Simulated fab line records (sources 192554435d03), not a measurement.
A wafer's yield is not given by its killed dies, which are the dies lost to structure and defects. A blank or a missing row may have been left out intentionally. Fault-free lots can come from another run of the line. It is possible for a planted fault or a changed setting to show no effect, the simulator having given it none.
Chamber matching / flow n5Finfet / N5_DUMMY_REMOVAL_HM_STRIP_01 on rieDiel-02 has 3 sister chambers
The step strips SiNx in CH3F/O2, stops on poly-Si, target depth 4 nm, time 6.8 s. 18 wafers are shown with their chamber, then 9 later ones without.

## WAFERS WITH THEIR CHAMBER
wafer=L075.3; chamber=0; drypumpMotorCurrentA (A)=6.1; showerheadPlenumPTorr (Torr)=2.07; throttleValvePct (%)=16.63
wafer=L075.4; chamber=1; drypumpMotorCurrentA (A)=6.3; showerheadPlenumPTorr (Torr)=1.88; throttleValvePct (%)=16.54
wafer=L075.6; chamber=3; drypumpMotorCurrentA (A)=5.7; showerheadPlenumPTorr (Torr)=1.97; throttleValvePct (%)=16.62
wafer=L077.1; chamber=3; drypumpMotorCurrentA (A)=5.7; showerheadPlenumPTorr (Torr)=1.97; throttleValvePct (%)=16.62
wafer=L077.3; chamber=1; drypumpMotorCurrentA (A)=6.3; showerheadPlenumPTorr (Torr)=1.88; throttleValvePct (%)=16.56
wafer=L077.4; chamber=1; drypumpMotorCurrentA (A)=6.3; showerheadPlenumPTorr (Torr)=1.88; throttleValvePct (%)=16.54
wafer=L079.1; chamber=3; drypumpMotorCurrentA (A)=5.7; showerheadPlenumPTorr (Torr)=1.96; throttleValvePct (%)=16.62
wafer=L079.4; chamber=0; drypumpMotorCurrentA (A)=6.1; showerheadPlenumPTorr (Torr)=2.07; throttleValvePct (%)=16.64
wafer=L079.6; chamber=1; drypumpMotorCurrentA (A)=6.3; showerheadPlenumPTorr (Torr)=1.88; throttleValvePct (%)=16.57
wafer=L080.1; chamber=3; drypumpMotorCurrentA (A)=5.7; showerheadPlenumPTorr (Torr)=1.96; throttleValvePct (%)=16.62
wafer=L080.2; chamber=0; drypumpMotorCurrentA (A)=6.1; showerheadPlenumPTorr (Torr)=2.06; throttleValvePct (%)=16.66
wafer=L080.4; chamber=0; drypumpMotorCurrentA (A)=6.1; showerheadPlenumPTorr (Torr)=2.07; throttleValvePct (%)=16.65
wafer=L082.2; chamber=0; drypumpMotorCurrentA (A)=6.1; showerheadPlenumPTorr (Torr)=2.06; throttleValvePct (%)=16.67
wafer=L082.4; chamber=0; drypumpMotorCurrentA (A)=6.1; showerheadPlenumPTorr (Torr)=2.06; throttleValvePct (%)=16.68
wafer=L082.6; chamber=1; drypumpMotorCurrentA (A)=6.3; showerheadPlenumPTorr (Torr)=1.87; throttleValvePct (%)=16.59
wafer=L084.3; chamber=0; drypumpMotorCurrentA (A)=6.0; showerheadPlenumPTorr (Torr)=2.06; throttleValvePct (%)=16.68
wafer=L084.4; chamber=3; drypumpMotorCurrentA (A)=5.7; showerheadPlenumPTorr (Torr)=1.96; throttleValvePct (%)=16.66
wafer=L084.5; chamber=1; drypumpMotorCurrentA (A)=6.3; showerheadPlenumPTorr (Torr)=1.87; throttleValvePct (%)=16.58

SIGNATURES (means of the wafers above)
reading=drypumpMotorCurrentA; chamber 0=6.086; chamber 1=6.300; chamber 3=5.700; scatter within a chamber=0.0239
reading=showerheadPlenumPTorr; chamber 0=2.0643; chamber 1=1.8767; chamber 3=1.9640; scatter within a chamber=0.00532
reading=throttleValvePct; chamber 0=16.6586; chamber 1=16.5633; chamber 3=16.6280; scatter within a chamber=0.0195
Rule: a wafer's distance from a chamber is the root of the sum, over the readings, of the square of ((its reading less the chamber's mean) divided by the reading's scatter). The wafer belongs to the nearest chamber; if the next one is less than 2 further off, it can't be placed. How the scatter is found: for the shown wafers, subtract from each reading the mean of its chamber, square and add these, divide the total by (wafers less chambers), then take the root.

## WAFERS MISSING THEIR CHAMBER
wafer=L087.2; drypumpMotorCurrentA (A)=6.3; showerheadPlenumPTorr (Torr)=1.87; throttleValvePct (%)=16.60
wafer=L087.3; drypumpMotorCurrentA (A)=6.1; showerheadPlenumPTorr (Torr)=2.06; throttleValvePct (%)=16.70
wafer=L087.4; drypumpMotorCurrentA (A)=6.3; showerheadPlenumPTorr (Torr)=1.87; throttleValvePct (%)=16.59
wafer=L095.1; drypumpMotorCurrentA (A)=6.3; showerheadPlenumPTorr (Torr)=1.87; throttleValvePct (%)=16.63
wafer=L095.2; drypumpMotorCurrentA (A)=6.1; showerheadPlenumPTorr (Torr)=2.05; throttleValvePct (%)=16.72
wafer=L095.3; drypumpMotorCurrentA (A)=6.3; showerheadPlenumPTorr (Torr)=1.87; throttleValvePct (%)=16.63
wafer=L096.2; drypumpMotorCurrentA (A)=6.1; showerheadPlenumPTorr (Torr)=2.05; throttleValvePct (%)=16.73
wafer=L096.3; drypumpMotorCurrentA (A)=6.1; showerheadPlenumPTorr (Torr)=2.05; throttleValvePct (%)=16.74
wafer=L096.4; drypumpMotorCurrentA (A)=6.3; showerheadPlenumPTorr (Torr)=1.86; throttleValvePct (%)=16.63

## EACH ONE'S CHAMBER
wafer=L087.2; from the rows above=1; in truth=1
wafer=L087.3; from the rows above=0; in truth=0
wafer=L087.4; from the rows above=1; in truth=1
wafer=L095.1; from the rows above=1; in truth=1
wafer=L095.2; from the rows above=0; in truth=0
wafer=L095.3; from the rows above=1; in truth=1
wafer=L096.2; from the rows above=0; in truth=0
wafer=L096.3; from the rows above=0; in truth=0
wafer=L096.4; from the rows above=1; in truth=1
Placed correctly: 9 of 9. Number that these rows cannot place: 0. Wrongly placed: 0.
